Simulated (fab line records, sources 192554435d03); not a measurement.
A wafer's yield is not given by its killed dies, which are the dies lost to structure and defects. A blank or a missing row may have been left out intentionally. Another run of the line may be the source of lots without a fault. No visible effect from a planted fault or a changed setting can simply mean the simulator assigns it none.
Matching of chambers :: flow n5-finfet :: N5_BEOL_M3_ALD_98 on ald-sin-02: 4 sister chambers
The step deposits SiO2, target thk 2.5 nm, pulse time 1 s, co reactant pulse time 1 s. 4 wafers are shown with their chamber, then 12 later ones without.

WAFERS, EACH WITH ITS CHAMBER
wafer: L090.5
chamber: 0
heater-power-w (W): 68

wafer: L091.1
chamber: 3
heater-power-w (W): 68

wafer: L091.4
chamber: 2
heater-power-w (W): 81

wafer: L091.5
chamber: 1
heater-power-w (W): 88

WAFERS MISSING THEIR CHAMBER
wafer: L092.2
heater-power-w (W): 67

wafer: L092.4
heater-power-w (W): 68

wafer: L092.6
heater-power-w (W): 68

wafer: L093.1
heater-power-w (W): 81

wafer: L093.4
heater-power-w (W): 69

wafer: L093.6
heater-power-w (W): 69

wafer: L094.1
heater-power-w (W): 68

wafer: L094.2
heater-power-w (W): 82

wafer: L094.6
heater-power-w (W): 87

wafer: L097.1
heater-power-w (W): 67

wafer: L097.2
heater-power-w (W): 68

wafer: L097.3
heater-power-w (W): 83

THE CHAMBER EACH PASSED THROUGH
wafer: L092.2
from the rows above: can't be placed: 0 or 3
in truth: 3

wafer: L092.4
from the rows above: can't be placed: 0 or 3
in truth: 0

wafer: L092.6
from the rows above: can't be placed: 0 or 3
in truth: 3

wafer: L093.1
from the rows above: 2
in truth: 2

wafer: L093.4
from the rows above: can't be placed: 0 or 3
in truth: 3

wafer: L093.6
from the rows above: can't be placed: 0 or 3
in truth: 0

wafer: L094.1
from the rows above: can't be placed: 0 or 3
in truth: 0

wafer: L094.2
from the rows above: 2
in truth: 2

wafer: L094.6
from the rows above: 1
in truth: 1

wafer: L097.1
from the rows above: can't be placed: 0 or 3
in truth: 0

wafer: L097.2
from the rows above: can't be placed: 0 or 3
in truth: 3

wafer: L097.3
from the rows above: 2
in truth: 2
Correct placement for 4 of the 12. These rows do not allow placing 8 (true chamber among the candidates in 8). Number placed wrongly: 0.
How it was worked out, from the rows above alone: a wafer's distance from a chamber is the root of the sum, over the readings, of the square of ((its reading less the chamber's mean) divided by the reading's scatter). The wafer belongs to the nearest chamber; if the next one is less than 2 further off, it can't be placed. A chamber's mean is the mean of its shown wafers. The scatter: root of mean squared gap, hidden wafer to nearest shown wafer, with one shown wafer a chamber.
